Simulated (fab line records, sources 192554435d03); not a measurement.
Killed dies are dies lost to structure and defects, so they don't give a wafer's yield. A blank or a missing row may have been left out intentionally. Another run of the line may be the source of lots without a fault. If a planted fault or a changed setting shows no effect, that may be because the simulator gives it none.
Matching of chambers | flow n5Finfet | cvdCo-02 running N5_BEOL_M0_PRE_CLEAN_131: 3 sister chambers
The step time 15 s. 54 wafers are shown with their chamber, then 12 later ones without.

## EACH WAFER AND ITS CHAMBER
wafer  | chamber | heaterPowerW (W)
L074.2 | 2       | 94
L074.3 | 1       | 84
L074.5 | 0       | 68
L075.2 | 1       | 83
L075.3 | 0       | 68
L075.4 | 0       | 71
L076.1 | 0       | 66
L076.2 | 1       | 86
L076.5 | 0       | 68
L077.1 | 0       | 67
L077.2 | 2       | 95
L077.3 | 1       | 81
L078.2 | 1       | 85
L078.3 | 0       | 68
L078.6 | 1       | 83
L079.1 | 0       | 69
L079.4 | 2       | 97
L079.5 | 0       | 67
L080.1 | 1       | 83
L080.2 | 0       | 68
L080.3 | 2       | 97
L080.4 | 1       | 82
L080.5 | 0       | 69
L080.6 | 2       | 93
L082.2 | 2       | 95
L082.3 | 1       | 83
L082.5 | 1       | 84
L081.1 | 0       | 70
L081.3 | 1       | 82
L081.6 | 1       | 85
L083.1 | 0       | 68
L083.2 | 1       | 85
L083.6 | 1       | 83
L084.2 | 0       | 70
L084.3 | 1       | 84
L084.6 | 0       | 69
L085.1 | 0       | 69
L085.2 | 1       | 84
L085.3 | 2       | 96
L085.4 | 1       | 84
L085.5 | 2       | 98
L085.6 | 0       | 70
L087.1 | 2       | 96
L087.2 | 0       | 68
L087.3 | 1       | 82
L087.4 | 1       | 81
L087.5 | 0       | 69
L087.6 | 2       | 96
L089.1 | 0       | 66
L089.2 | 2       | 96
L089.3 | 1       | 83
L089.4 | 0       | 68
L089.5 | 2       | 95
L089.6 | 1       | 83

SIGNATURES (means of the wafers above)
reading      | chamber 0 | chamber 1 | chamber 2 | scatter within a chamber
heaterPowerW | 68.38     | 83.33     | 95.67     | 1.32
Rule: for each reading, subtract the chamber's mean from the wafer's reading, divide by that reading's scatter and square the result; add these up over the readings and take the root, which gives the wafer's distance from the chamber. The wafer belongs to the nearest chamber; if the next one is less than 2 further off, it can't be placed. The scatter is the square root of a quotient: the sum, over the shown wafers, of each reading's squared deviation from its chamber's mean, divided by wafers minus chambers.

## WAFERS MISSING THEIR CHAMBER
wafer  | heaterPowerW (W)
L090.3 | 68
L090.4 | 69
L090.5 | 84
L093.1 | 66
L093.2 | 98
L093.3 | 85
L093.4 | 82
L093.5 | 69
L093.6 | 96
L094.1 | 83
L094.2 | 99
L094.4 | 85

## EACH ONE'S CHAMBER
wafer  | from the rows above | in truth
L090.3 | 0                   | 0
L090.4 | 0                   | 0
L090.5 | 1                   | 1
L093.1 | 0                   | 0
L093.2 | 2                   | 2
L093.3 | 1                   | 1
L093.4 | 1                   | 1
L093.5 | 0                   | 0
L093.6 | 2                   | 2
L094.1 | 1                   | 1
L094.2 | 2                   | 2
L094.4 | 1                   | 1
Correct placement for 12 of the 12. Can't be placed from these rows: 0. Wrongly placed: 0.
